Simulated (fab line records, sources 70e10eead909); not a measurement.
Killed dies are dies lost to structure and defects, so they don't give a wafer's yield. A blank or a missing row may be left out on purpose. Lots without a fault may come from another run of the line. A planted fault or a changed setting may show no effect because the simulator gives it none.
Problem report in the 8D (eight disciplines) form, filled by code | flow nand_harc | the parts of the form that need people (team, actions taken, sign-off) are left out

1. THE PROBLEM
oes_product_au at NHARC_P_M1_ETCH_35 reads a mean of 0.861 a.u. on 2 wafers of 2 lots; wafers without a fault read 0.998 a.u. with a standard deviation of 0.0097. That is -14 standard deviations from the usual mean.
The step: etches the open film in N2/H2, target depth 40 nm, overetch 12 nm, time 43.94 s.
First seen on wafer L212.2, day 14 05:14, on rie_diel-09. The record holds 36 wafers of 12 lots with a number at this step. Rule for "out", or "out of limits": more than 4 standard deviations from the usual mean. The other wafers with a number count as sound.

2. WHAT IT IS AND WHAT IT IS NOT
question                    | is                | is not
which readings at this step | oes_product_au    | bias_w, drypump_motor_current_A, n2_flow_sccm, rf_fwd_power_W, rf_vpp_V, showerhead_plenum_p_Torr, throttle_valve_pct
which lots                  | L212, L213        | L193, L197, L198, L200, L201, L202, L203, L204, L205, L216
which wafers of those lots  | L212.2, L213.6    | L212.3, L212.4, L213.4, L213.5
read on which tools         | rie_diel-09       | rie_diel-10, rie_diel-12
when                        | from day 14 05:14 | up to then (29 sound wafers); but 5 sound wafers of L213, L216 came after

3. SUSPECTS, AND WHAT RULES EACH OUT
Counting: a tool at a process step up to the reading stays a suspect if it ran every lot that is out. Sound lots after the first of them don't rule it out here, since some wafers of a struck lot are sound.
- rie_diel-09 at NHARC_P_M1_DESCUM_14 (chemistry O2, time 3 s): kept. It ran every lot that is out, first L212 (day 14 05:10); its last sound lot up to then is L205 (day 11 08:04).
- rie_diel-09 at NHARC_P_M1_ETCH_35 (etches the open film in N2/H2, target depth 40 nm, overetch 12 nm, time 43.94 s): kept. It ran every lot that is out, first L212 (day 14 05:14); its last sound lot up to then is L205 (day 11 08:09). Its own readings are out on those wafers: oes_product_au.
- Within rie_diel-09 at NHARC_P_M1_ETCH_35: the wafers that are out ran in chamber 0; their sound lot-mates ran in chambers 1, 2, 3.
Left after counting: rie_diel-09 at NHARC_P_M1_DESCUM_14, rie_diel-09 at NHARC_P_M1_ETCH_35.

4. THE CAUSE (what the simulator had put in)
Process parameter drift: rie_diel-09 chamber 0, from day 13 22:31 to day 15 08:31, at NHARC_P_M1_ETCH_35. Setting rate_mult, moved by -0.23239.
Counting left 2 suspects, and this tool is among them.

5. THE CHAIN OF EFFECTS, in route order
Each row: a reading whose mean over the struck wafers that have a number lies more than 3 standard deviations from the usual. Only readings for which the record gives a usual standard deviation are gone through. hours: the time from each lot's start at the first step in this table that gives one to its start at this step, as a median over the lots. sigmas: the change in usual standard deviations.
hours | step               | reading        | usual      | on struck wafers | change | sigmas
0     | NHARC_P_M1_ETCH_35 | oes_product_au | 0.998 a.u. | 0.861            | -0.137 | -14
The process steps in it:
- NHARC_P_M1_ETCH_35: etches the open film in N2/H2, target depth 40 nm, overetch 12 nm, time 43.94 s.
Later measuring or inspecting steps at which every struck wafer that the step has a row for has a number for every such reading, and none has moved that far: NHARC_END_SORT_01.

6. WHAT WOULD HAVE CAUGHT IT SOONER
In this record the first reading out of limits was taken at day 14 05:14, 7 hours after the fault began at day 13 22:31.
